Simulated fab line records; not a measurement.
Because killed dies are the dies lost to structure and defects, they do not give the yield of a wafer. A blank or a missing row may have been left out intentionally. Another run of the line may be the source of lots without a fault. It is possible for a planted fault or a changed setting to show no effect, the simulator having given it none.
fab line records | flow n5-finfet
record lots=24 wafers=72 last-day=18
route steps=1938 shown BEOL_M3@966
lots that met no fault: taken from a fault-free run of the same line
start-h: hours from the record's opening day to when the first of the lot's shown wafers began | wait-h: hours from the lot's prior step to this one | " as in the row above | L1.1+2: one row covering several wafers at once | - either no value or no given start | * or withheld: withheld | < > ~ a bound
route shown NAME@n: NAME is a module with steps in the file, n the number in the route of the first one | usual: mean/standard deviation of fault-free wafers | same: alike in all rows | chamber/n: place in a boat | sites: the reading at each site | _std_site: their standard deviation | _edge_site: outer sites' mean less inner sites' | radius-mm: for every site, how far away it sits from the centre of the wafer | mask NAME#n: copy n | behind: tool/chamber where the wafer was last shaped | hold: why the lot went on hold/how many hours it stayed there/how the hold came to an end | device: which transistor (n, p or np) failed to switch | end of line: tests run on the same wafers once the route is complete | a step without rows: its recipe alone | killed: count of dies lost to structure and defects at first sort (not the wafer's yield) | map: a wafer's dies, marking killed ones x, the rest . and places with no die _
set.NAME: the setting the step ran with; set.NAME@STEP: the setting that earlier step ran with | model.NAME: the simulator's own value behind a step, which no gauge read
a sample of lots followed through the steps of the route, with each step as a table and each wafer as a row
services: when a tool's chamber went out of use (start-h, in hours from the record's first day, below 0 if earlier), for how many hours, and the reason
## steps
# step N5_BEOL_M3_CD_MEAS_28
# recipe target-cd-nm=25.7 landing-energy-ev=500 detector=se-inlens target-cd-y-nm=23.3 polarity=opening
# usual cd-nm=25.68/0.24
# columns lot.wafer tool chamber start-h wait-h cd-nm
L074.2 cd-sem-02 0 150.04 - 25.91
L074.3 " 0 " " 25.71
L074.6 " 0 " " 25.65
L076.1 cd-sem-01 0 151.76 - 25.58
L076.4 " 0 " " 25.56
L076.6 " 0 " " 25.85
L075.2 cd-sem-03 0 155.06 - 25.27
L075.5 " 0 " " 25.48
L075.6 " 0 " " 25.53
L077.2 cd-sem-01 0 160.21 - 25.65
L077.5 " 0 " " 25.76
L077.6 " 0 " " 25.42
L078.1 cd-sem-02 0 167.27 - 25.46
L078.3 " 0 " " 25.82
L078.5 " 0 " " 25.90
L079.1 cd-sem-01 0 172.94 - 25.56
L079.2 " 0 " " 25.41
L079.4 " 0 " " 25.32
L080.1 cd-sem-03 0 181.83 - 25.61
L080.3 " 0 " " 25.49
L080.4 " 0 " " 25.78
L082.2 cd-sem-01 0 195.23 - 25.45
L082.4 " 0 " " 25.88
L082.6 " 0 " " 25.78
L081.1 cd-sem-03 0 195.57 - 25.38
L081.3 " 0 " " 25.59
L081.5 " 0 " " 25.55
L083.1 cd-sem-02 0 200.57 - 25.62
L083.5 " 0 " " 25.73
L083.6 " 0 " " 25.19
L084.3 cd-sem-02 0 208.98 - 25.28
L084.4 " 0 " " 25.18
L084.5 " 0 " " 25.77
L085.1 cd-sem-03 0 216.17 - 25.57
L085.4 " 0 " " 25.48
L085.5 " 0 " " 25.46
L086.1 cd-sem-02 0 217.07 - 25.62
L086.2 " 0 " " 25.63
L086.5 " 0 " " 25.83
L087.3 cd-sem-02 0 222.58 - 25.68
L087.4 " 0 " " 25.58
L087.6 " 0 " " 25.92
L088.2 cd-sem-03 0 227.53 - 25.64
L088.3 " 0 " " 25.45
L088.5 " 0 " " 25.90
L089.1 cd-sem-02 0 236.82 - 25.72
L089.2 " 0 " " 25.96
L089.4 " 0 " " 25.63
L090.3 cd-sem-03 0 241.35 - 25.36
L090.4 " 0 " " 25.61
L090.6 " 0 " " 26.00
L091.1 cd-sem-02 0 254.40 - 26.13
L091.3 " 0 " " 26.51
L091.4 " 0 " " 26.30
L092.2 cd-sem-03 0 254.58 - 25.63
L092.4 " 0 " " 25.77
L092.6 " 0 " " 25.83
L093.2 cd-sem-01 0 262.99 - 26.02
L093.5 " 0 " " 25.79
L093.6 " 0 " " 25.56
L094.1 cd-sem-01 0 266.77 - 25.85
L094.4 " 0 " " 25.39
L094.6 " 0 " " 26.13
L095.1 cd-sem-01 0 267.13 - 25.97
L095.3 " 0 " " 25.74
L095.4 " 0 " " 25.72
L096.2 cd-sem-03 0 271.90 - 25.78
L096.3 " 0 " " 25.61
L096.4 " 0 " " 25.57
L097.1 cd-sem-01 0 285.88 - 25.41
L097.2 " 0 " " 25.77
L097.6 " 0 " " 25.57
# step N5_BEOL_M3_INSPECT_30
# recipe mode=adi inspect-instrument=brightfield
# usual raw-defect-count=422/89
# columns lot.wafer tool chamber start-h wait-h raw-defect-count
L074.2 defect-inspect-02 - 150.13 0.0 323
L074.3 " - " " 488
L074.6 " - " " 317
L076.1 defect-inspect-02 - 151.85 0.1 541
L076.4 " - " " 532
L076.6 " - " " 432
L075.2 defect-inspect-02 - 155.15 0.0 309
L075.5 " - " " 274
L075.6 " - " " 369
L077.2 defect-inspect-01 - 160.30 0.0 439
L077.5 " - " " 375
L077.6 " - " " 327
L078.1 defect-inspect-02 - 167.36 0.1 539
L078.3 " - " " 527
L078.5 " - " " 467
L079.1 defect-inspect-02 - 173.03 0.1 325
L079.2 " - " " 469
L079.4 " - " " 287
L080.1 defect-inspect-01 - 181.92 0.1 353
L080.3 " - " " 387
L080.4 " - " " 322
L082.2 defect-inspect-01 - 195.32 0.0 327
L082.4 " - " " 425
L082.6 " - " " 502
L081.1 defect-inspect-01 - 195.66 0.1 357
L081.3 " - " " 356
L081.5 " - " " 454
L083.1 defect-inspect-02 - 200.66 0.1 364
L083.5 " - " " 410
L083.6 " - " " 351
L084.3 defect-inspect-01 - 209.07 0.0 307
L084.4 " - " " 295
L084.5 " - " " 298
L085.1 defect-inspect-01 - 216.25 0.1 485
L085.4 " - " " 562
L085.5 " - " " 564
L086.1 defect-inspect-02 - 217.16 0.1 480
L086.2 " - " " 536
L086.5 " - " " 479
L087.3 defect-inspect-02 - 222.67 0.0 287
L087.4 " - " " 418
L087.6 " - " " 405
L088.2 defect-inspect-02 - 227.62 0.0 506
L088.3 " - " " 344
L088.5 " - " " 420
L089.1 defect-inspect-01 - 236.92 0.1 397
L089.2 " - " " 523
L089.4 " - " " 398
L090.3 defect-inspect-02 - 241.44 0.0 518
L090.4 " - " " 485
L090.6 " - " " 430
L091.1 defect-inspect-02 - 254.49 0.1 460
L091.3 " - " " 543
L091.4 " - " " 594
L092.2 defect-inspect-02 - 254.67 0.0 394
L092.4 " - " " 430
L092.6 " - " " 358
L093.2 defect-inspect-02 - 263.08 0.0 541
L093.5 " - " " 652
L093.6 " - " " 410
L094.1 defect-inspect-02 - 266.86 0.1 321
L094.4 " - " " 573
L094.6 " - " " 416
L095.1 defect-inspect-01 - 267.22 0.1 416
L095.3 " - " " 478
L095.4 " - " " 367
L096.2 defect-inspect-02 - 271.99 0.0 373
L096.3 " - " " 372
L096.4 " - " " 318
L097.1 defect-inspect-01 - 285.97 0.1 356
L097.2 " - " " 451
L097.6 " - " " 475
# step N5_BEOL_M3_ETCH_77
# recipe chemistry=N2/H2 target=underlayer target-depth-a=65 mask-material=CAR-EUV time-s=5.2 ion-energy-ev=200 pressure-mtorr=30 source-w=840 bias-w=150 n2-flow-sccm=200 h2-flow-sccm=200 ends=cleared
# usual bias-w=150.0/0.48 drypump-motor-current-A=5.9/0.55 etch-rf-on-time-s=5.23/0.13 oes-product-au=0.68/0.078 rf-vpp-V=524.0/2.7 showerhead-plenum-p-Torr=2.55/0.083 throttle-valve-pct=17.85/0.23
# columns lot.wafer tool chamber start-h wait-h bias-w drypump-motor-current-A etch-rf-on-time-s oes-product-au rf-hours-counter-h rf-vpp-V showerhead-plenum-p-Torr throttle-valve-pct
L074.2 rie-diel-04 2 150.19 0.0 150.4 5.7 5.10 0.60 229 527.0 2.61 17.80
L074.3 " 1 " " 149.9 5.3 5.28 0.57 234 524.4 2.62 17.94
L074.6 " 2 " " 150.8 5.7 5.09 0.60 - 526.2 2.61 17.79
L076.1 rie-diel-04 3 151.91 0.0 150.0 5.5 5.22 0.84 0 527.8 2.70 17.24
L076.4 " 1 " " 149.4 5.4 5.28 0.58 235 527.5 2.62 17.95
L076.6 " 1 " " 149.6 5.3 5.26 0.59 - 525.0 2.62 17.96
L075.2 rie-diel-02 0 155.22 0.0 150.2 5.0 4.96 0.62 244 518.7 2.39 17.97
L075.5 " 0 " " 149.6 5.1 4.98 0.60 - 519.9 2.39 17.94
L075.6 " 3 " " 149.7 6.5 5.46 0.64 - 522.7 2.55 17.89
L077.2 rie-diel-05 3 160.37 0.0 149.6 6.4 5.31 0.68 91 518.8 2.46 17.82
L077.5 " 2 " " 149.4 6.5 5.25 0.77 - 521.5 2.49 17.65
L077.6 " 3 " " 149.6 6.4 5.36 0.68 - 523.3 2.46 17.82
L078.1 rie-diel-02 0 167.43 0.0 149.2 5.0 4.99 0.60 249 520.2 2.38 17.98
L078.3 " 3 " " 150.9 6.5 5.35 0.66 147 524.2 2.55 17.92
L078.5 " 3 " " 150.3 6.5 5.33 0.65 - 524.3 2.55 17.91
L079.1 rie-diel-04 3 173.10 0.0 150.5 5.5 5.22 0.81 8 527.2 2.70 17.23
L079.2 " 2 " " 150.2 5.7 5.06 0.60 236 525.5 2.61 17.81
L079.4 " 1 " " 150.3 5.4 5.30 0.58 241 528.0 2.62 17.96
L080.1 rie-diel-05 3 182.06 0.0 150.3 6.3 5.43 0.66 98 522.2 2.46 17.84
L080.3 " 2 " " 150.1 6.5 5.26 0.77 34 522.0 2.49 17.69
L080.4 " 0 " " 149.4 5.5 5.14 0.61 209 524.8 2.63 17.98
L082.2 rie-diel-04 3 195.38 0.0 149.9 5.5 5.34 0.78 15 527.6 2.69 17.23
L082.4 " 2 " " 150.3 5.7 5.13 0.60 - 526.0 2.60 17.85
L082.6 " 1 " " 149.9 5.3 5.36 0.57 - 525.8 2.62 17.98
L081.1 rie-diel-02 1 195.73 0.0 149.6 6.2 5.27 0.80 2 521.0 2.50 17.87
L081.3 " 3 " " 150.0 6.5 5.36 0.63 159 523.9 2.54 17.93
L081.5 " 1 " " 150.2 6.2 5.26 0.81 - 523.5 2.50 17.88
L083.1 rie-diel-04 2 200.74 0.0 150.0 5.7 5.09 0.60 245 524.8 2.60 17.83
L083.5 " 1 " " 149.2 5.3 5.36 0.58 - 526.7 2.62 17.95
L083.6 " 3 " " 149.3 5.5 5.32 0.78 - 528.1 2.69 17.25
L084.3 rie-diel-05 2 209.14 0.0 150.4 6.5 5.26 0.76 42 521.3 2.49 17.68
L084.4 " 1 " " 150.2 5.6 5.19 0.64 146 519.7 2.44 17.75
L084.5 " 3 " " 150.3 6.4 5.30 0.67 - 521.8 2.45 17.83
L085.1 rie-diel-05 3 216.42 0.0 150.0 6.3 5.31 0.66 109 521.2 2.45 17.88
L085.4 " 0 " " 151.4 5.5 5.11 0.60 220 524.4 2.62 17.98
L085.5 " 0 " " 149.9 5.4 5.04 0.60 - 526.7 2.62 17.98
L086.1 rie-diel-02 0 217.23 0.0 148.7 5.1 4.87 0.88 3 527.2 2.70 17.52
L086.2 " 3 " " 149.9 6.5 5.34 0.64 166 521.9 2.54 17.94
L086.5 " 3 " " 149.9 6.5 5.30 0.64 - 524.1 2.54 17.94
L087.3 rie-diel-05 0 222.93 0.0 150.7 5.4 5.13 0.59 222 525.0 2.62 17.99
L087.4 " 1 " " 150.0 5.6 5.21 0.65 150 521.4 2.44 17.75
L087.6 " 0 " " 150.7 5.4 5.10 0.61 - 526.3 2.62 17.99
L088.2 rie-diel-05 2 227.73 0.0 149.9 6.5 5.28 0.74 48 519.9 2.48 17.74
L088.3 " 0 " " 150.0 5.5 5.11 0.59 223 527.9 2.62 18.01
L088.5 " 2 " " 150.6 6.5 5.31 0.74 - 520.0 2.48 17.73
L089.1 rie-diel-02 2 236.99 0.0 149.9 6.7 5.40 0.68 91 523.1 2.56 18.10
L089.2 " 3 " " 149.8 6.5 5.32 0.64 172 526.8 2.54 17.99
L089.4 " 0 " " 149.7 5.1 4.83 0.85 9 527.1 2.70 17.53
L090.3 rie-diel-02 0 241.51 0.0 150.1 5.0 4.81 0.86 10 529.2 2.70 17.51
L090.4 " 3 " " 149.3 6.5 5.37 0.63 173 521.9 2.53 17.98
L090.6 " 2 " " 150.3 6.7 5.40 0.67 - 525.4 2.56 18.10
L091.1 rie-diel-05 0 254.56 0.0 150.4 5.5 5.06 0.59 231 526.0 2.62 18.00
L091.3 " 1 " " 150.5 5.6 5.21 0.64 159 519.3 2.44 17.76
L091.4 " 2 " " 150.8 6.5 5.23 0.75 56 523.5 2.48 17.71
L092.2 rie-diel-05 3 254.74 0.0 150.0 6.4 5.23 0.67 121 522.1 2.45 17.87
L092.4 " 1 " " 150.4 5.6 5.13 0.64 160 521.5 2.44 17.78
L092.6 " 1 " " 149.2 5.6 5.19 0.64 - 521.3 2.44 17.75
L093.2 rie-diel-05 3 263.23 0.0 150.9 6.3 5.23 0.67 124 521.2 2.45 17.89
L093.5 " 1 " " 149.6 5.6 5.16 0.64 - 521.0 2.43 17.78
L093.6 " 2 " " 150.8 6.5 5.17 0.73 - 524.1 2.48 17.74
L094.1 rie-diel-04 1 267.08 0.0 150.1 5.3 5.21 0.80 6 527.0 2.61 17.59
L094.4 " 1 " " 149.6 5.3 5.18 0.79 - 522.4 2.61 17.61
L094.6 " 3 " " 149.8 5.5 5.32 0.74 - 525.6 2.68 17.29
L095.1 rie-diel-02 2 267.29 0.0 149.0 6.8 5.41 0.67 100 521.5 2.56 18.13
L095.3 " 0 " " 149.4 5.0 4.87 0.84 18 529.5 2.69 17.54
L095.4 " 3 " " 150.5 6.5 5.34 0.63 181 525.4 2.53 17.95
L096.2 rie-diel-02 0 272.06 0.0 149.6 5.0 4.87 0.83 19 527.7 2.69 17.53
L096.3 " 3 " " 149.4 6.5 5.33 0.62 183 525.2 2.53 17.99
L096.4 " 2 " " 149.7 6.7 5.38 0.67 102 526.9 2.56 18.11
L097.1 rie-diel-04 3 286.04 0.0 150.3 5.5 5.25 0.73 48 528.7 2.68 17.32
L097.2 " 0 " " 149.9 5.4 5.26 0.75 22 525.6 2.59 18.04
L097.6 " 0 " " 150.4 5.4 5.25 0.77 - 525.7 2.59 18.01
# step N5_BEOL_M3_ALD_98
# recipe material=SiO2 target-thk-a=25 temp-c=100 ald-precursor-family=BDEAS ald-co-reactant=O2-plasma pulse-time-s=1 co-reactant-pulse-time-s=1 purge-time-s=2 co-reactant-purge-time-s=2 ald-cycles=17 pressure-torr=2
# usual heater-power-w=77/9.6 precursor-pulse-height-rel=0.999/0.019
# columns lot.wafer tool chamber start-h wait-h heater-power-w precursor-pulse-height-rel
L074.2 ald-sin-02 0 150.37 0.1 82 1.039
L074.3 " 2 " " 80 1.025
L074.6 " 1 " " 95 0.982
L076.1 ald-sin-02 1 152.01 0.1 94 1.003
L076.4 " 2 " " 79 0.952
L076.6 " 2 " " 76 1.013
L075.2 ald-sin-01 0 155.32 0.1 69 1.025
L075.5 " 2 " " 87 0.980
L075.6 " 1 " " 63 1.006
L077.2 ald-sin-01 3 160.72 0.3 85 0.985
L077.5 " 2 " " 89 0.980
L077.6 " 1 " " 65 1.014
L078.1 ald-sin-04 2 167.53 0.1 71 1.002
L078.3 " 1 " " 81 1.020
L078.5 " 2 " " 69 0.984
L079.1 ald-sin-02 0 173.20 0.1 82 0.999
L079.2 " 1 " " 91 1.026
L079.4 " 2 " " 78 1.003
L080.1 ald-sin-01 0 182.40 0.3 68 0.998
L080.3 " 2 " " 86 0.993
L080.4 " 3 " " 85 1.023
L082.2 ald-sin-01 2 195.48 0.1 88 1.012
L082.4 " 0 " " 68 1.009
L082.6 " 1 " " 63 1.028
L081.1 ald-sin-01 1 195.83 0.1 65 0.978
L081.3 " 2 " " 88 1.023
L081.5 " 3 " " 85 0.994
L083.1 ald-sin-01 0 201.98 1.2 68 1.011
L083.5 " 0 " " 69 1.005
L083.6 " 1 " " 63 0.987
L084.3 ald-sin-04 1 209.54 0.4 82 0.976
L084.4 " 3 " " 78 1.022
L084.5 " 1 " " 80 0.991
L085.1 ald-sin-01 1 216.52 0.1 63 0.998
L085.4 " 2 " " 86 0.988
L085.5 " 1 " " 65 0.976
L086.1 ald-sin-02 2 217.41 0.1 77 0.964
L086.2 " 1 " " 90 1.002
L086.5 " 2 " " 75 0.965
L087.3 ald-sin-02 0 223.03 0.1 81 1.011
L087.4 " 2 " " 77 1.021
L087.6 " 3 " " 65 1.018
L088.2 ald-sin-01 2 227.83 0.1 92 0.990
L088.3 " 0 " " 68 1.001
L088.5 " 1 " " 65 0.985
L089.1 ald-sin-02 1 237.09 0.1 90 1.035
L089.2 " 3 " " 65 0.988
L089.4 " 2 " " 77 0.997
L090.3 ald-sin-01 1 241.61 0.1 65 0.992
L090.4 " 0 " " 68 0.982
L090.6 " 0 " " 69 1.022
L091.1 ald-sin-01 1 254.66 0.1 65 0.985
L091.3 " 0 " " 70 1.001
L091.4 " 3 " " 84 1.022
L092.2 ald-sin-02 3 254.84 0.1 64 0.980
L092.4 " 1 " " 91 0.998
L092.6 " 0 " " 80 1.005
L093.2 ald-sin-02 0 263.76 0.5 82 0.983
L093.5 " 0 " " 82 1.003
L093.6 " 3 " " 67 0.978
L094.1 ald-sin-01 1 267.18 0.1 64 0.967
L094.4 " 0 " " 68 0.987
L094.6 " 2 " " 88 0.977
L095.1 ald-sin-01 2 267.49 0.2 89 0.990
L095.3 " 0 " " 67 1.005
L095.4 " 3 " " 86 1.008
L096.2 ald-sin-01 0 272.16 0.1 67 1.026
L096.3 " 1 " " 64 0.987
L096.4 " 3 " " 83 1.008
L097.1 ald-sin-04 0 286.14 0.1 71 0.981
L097.2 " 3 " " 84 0.991
L097.6 " 0 " " 71 0.982
# step N5_BEOL_M3_OCD_MEAS_38
# usual trench-depth-nm=55.2/1
# columns lot.wafer tool chamber start-h wait-h trench-depth-nm
L074.2 ocd-01 - 151.15 - 57.1
L074.3 " - " " 55.4
L074.6 " - " " 57.0
L076.1 ocd-01 - 154.14 - 54.5
L076.4 " - " " 54.4
L076.6 " - " " 55.3
L075.2 ocd-02 - 158.31 - 55.6
L075.5 " - " " 54.5
L075.6 " - " " 54.9
L077.2 ocd-01 - 161.49 - 54.7
L077.5 " - " " 54.9
L077.6 " - " " 55.6
L078.1 ocd-02 - 168.13 - 55.2
L078.3 " - " " 55.3
L078.5 " - " " 54.7
L079.1 ocd-02 - 175.57 - 55.8
L079.2 " - " " 55.3
L079.4 " - " " 56.1
L080.1 ocd-02 - 190.04 - 55.1
L080.3 " - " " 55.4
L080.4 " - " " 55.7
L082.2 ocd-02 - 196.09 - 54.4
L082.4 " - " " 54.4
L082.6 " - " " 55.1
L081.1 ocd-01 - 196.39 - 54.8
L081.3 " - " " 54.0
L081.5 " - " " 55.8
L083.1 ocd-01 - 202.79 - 54.4
L083.5 " - " " 54.7
L083.6 " - " " 54.8
L084.3 ocd-02 - 214.62 - 57.9
L084.4 " - " " 54.6
L084.5 " - " " 55.1
L085.1 ocd-02 - 220.13 - 55.1
L085.4 " - " " 58.0
L085.5 " - " " 54.3
L086.1 ocd-01 - 222.61 - 54.4
L086.2 " - " " 55.9
L086.5 " - " " 54.7
L087.3 ocd-02 - 225.78 - 54.5
L087.4 " - " " 54.6
L087.6 " - " " 56.3
L088.2 ocd-01 - 229.17 - 55.0
L088.3 " - " " 55.6
L088.5 " - " " 55.2
L089.1 ocd-01 - 237.60 - 53.6
L089.2 " - " " 54.7
L089.4 " - " " 54.4
L090.3 ocd-02 - 242.68 - 54.1
L090.4 " - " " 53.4
L090.6 " - " " 55.3
L091.1 ocd-02 - 260.26 - 56.3
L091.3 " - " " 56.0
L091.4 " - " " 54.1
L092.2 ocd-02 - 261.41 - 53.6
L092.4 " - " " 55.2
L092.6 " - " " 58.4
L093.2 ocd-01 - 265.79 - 56.0
L093.5 " - " " 53.9
L093.6 " - " " 55.2
L095.1 ocd-02 - 269.20 - 53.7
L095.3 " - " " 54.9
L095.4 " - " " 57.4
L096.2 ocd-02 - 275.75 - 54.8
L096.3 " - " " 54.4
L096.4 " - " " 57.1
L094.1 ocd-01 - 275.78 - 54.2
L094.4 " - " " 55.3
L094.6 " - " " 55.4
L097.1 ocd-02 - 292.35 - 54.6
L097.2 " - " " 56.5
L097.6 " - " " 56.2
# step N5_BEOL_M3_SPUTTER_48
# recipe material=Cu target-thk-a=45 temp-c=-20 chamber-pressure-pa=0.07 power-w=withheld time-s=8.29
# usual substrate-temp-c=-20.01/0.094 throttle-valve-pct=29.9/1.1
# columns lot.wafer tool chamber start-h wait-h substrate-temp-c throttle-valve-pct
L074.2 pvd-sputter-03 - 152.02 0.1 -20.07 31.9
L074.3 " - " " -20.03 29.8
L074.6 " - " " -19.93 29.7
L076.1 pvd-sputter-03 - 157.08 1.7 -20.05 28.8
L076.4 " - " " -19.95 30.6
L076.6 " - " " -19.95 31.8
L075.2 pvd-sputter-02 - 159.62 0.1 -19.98 28.9
L075.5 " - " " -20.04 29.0
L075.6 " - " " -19.89 28.7
L077.2 pvd-sputter-02 - 164.16 1.5 -20.00 28.6
L077.5 " - " " -20.08 29.1
L077.6 " - " " -20.00 28.9
L078.1 pvd-sputter-01 - 169.44 0.2 -20.08 30.4
L078.3 " - " " -19.96 29.4
L078.5 " - " " -19.88 29.6
L079.1 pvd-sputter-02 - 178.41 0.2 -20.08 29.0
L079.2 " - " " -19.92 29.8
L079.4 " - " " -20.14 28.5
L080.1 pvd-sputter-01 - 191.98 0.8 -20.00 30.2
L080.3 " - " " -19.86 31.5
L080.4 " - " " -20.01 30.0
L082.2 pvd-sputter-01 - 197.34 0.1 -20.13 30.4
L082.4 " - " " -20.01 31.3
L082.6 " - " " -19.94 29.5
L081.1 pvd-sputter-02 - 197.61 0.2 -19.95 29.5
L081.3 " - " " -20.08 29.4
L081.5 " - " " -20.02 29.3
L083.1 pvd-sputter-03 - 203.68 0.1 -19.99 29.6
L083.5 " - " " -19.95 29.7
L083.6 " - " " -20.07 30.7
L084.3 pvd-sputter-01 - 215.80 0.1 -20.23 30.1
L084.4 " - " " -20.06 29.3
L084.5 " - " " -20.14 31.4
L085.1 pvd-sputter-03 - 221.25 0.1 -19.96 28.6
L085.4 " - " " -20.10 30.7
L085.5 " - " " -19.83 28.4
L086.1 pvd-sputter-03 - 224.01 0.1 -20.12 30.3
L086.2 " - " " -20.03 28.6
L086.5 " - " " -19.90 31.9
L087.3 pvd-sputter-01 - 227.34 0.1 -19.86 30.3
L087.4 " - " " -20.00 31.5
L087.6 " - " " -20.22 30.0
L088.2 pvd-sputter-03 - 230.29 0.1 -20.15 29.4
L088.3 " - " " -20.01 31.6
L088.5 " - " " -20.07 29.3
L089.1 pvd-sputter-02 - 239.13 0.2 -20.14 29.4
L089.2 " - " " -19.94 28.5
L089.4 " - " " -20.12 29.6
L090.3 pvd-sputter-03 - 244.18 0.1 -20.02 29.6
L090.4 " - " " -20.30 28.6
L090.6 " - " " -20.23 28.7
L091.1 pvd-sputter-03 - 262.00 0.2 -19.95 31.8
L091.3 " - " " -19.89 28.8
L091.4 " - " " -19.98 30.8
L092.2 pvd-sputter-03 - 263.84 1.5 -19.85 28.6
L092.4 " - " " -19.98 30.5
L092.6 " - " " -19.87 31.6
L093.2 pvd-sputter-03 - 267.31 0.1 -20.14 28.7
L093.5 " - " " -20.00 31.8
L093.6 " - " " -19.93 28.5
L095.1 pvd-sputter-03 - 270.99 0.4 -20.05 28.7
L095.3 " - " " -20.00 31.7
L095.4 " - " " -20.02 30.1
L096.2 pvd-sputter-03 - 276.89 0.2 -20.05 30.5
L096.3 " - " " -20.00 32.1
L096.4 " - " " -20.03 28.7
L094.1 pvd-sputter-03 - 278.73 1.6 -20.02 30.7
L094.4 " - " " -19.99 29.7
L094.6 " - " " -20.03 28.7
L097.1 pvd-sputter-03 - 293.49 0.1 -19.92 29.8
L097.2 " - " " -20.17 31.6
L097.6 " - " " -19.83 29.6
## services
# columns tool chamber start-h hours kind
pvd-sputter-01 - 129.72 1.9 repair
ald-sin-02 - 139.72 0.6 repair
rie-diel-04 1 142.41 4.1 repair
rie-diel-05 0 149.93 9.9 repair
rie-diel-02 1 158.69 - clean
rie-diel-02 1 158.69 - consumable-replace:focus-ring
rie-diel-02 1 158.69 32.3 scheduled-down
rie-diel-02 1 158.69 32.3 vent-cycle
ald-sin-02 - 177.33 14.0 pm
ald-sin-02 0 177.33 14.0 vent-cycle
ald-sin-02 1 177.33 14.0 vent-cycle
ald-sin-02 2 177.33 14.0 vent-cycle
ald-sin-02 3 177.33 14.0 vent-cycle
rie-diel-02 0 191.04 - clean
rie-diel-02 0 191.04 - consumable-replace:focus-ring
rie-diel-02 0 191.04 - consumable-replace:showerhead
rie-diel-02 0 191.04 13.5 scheduled-down
rie-diel-02 0 191.04 13.5 vent-cycle
ald-sin-04 3 194.48 12.8 repair
ald-sin-02 3 229.51 6.3 repair
ald-sin-02 2 241.07 9.7 repair
ald-sin-01 0 257.92 4.3 repair
ald-sin-01 1 278.20 4.1 repair
ald-sin-01 2 289.33 7.1 repair
## key
fault none
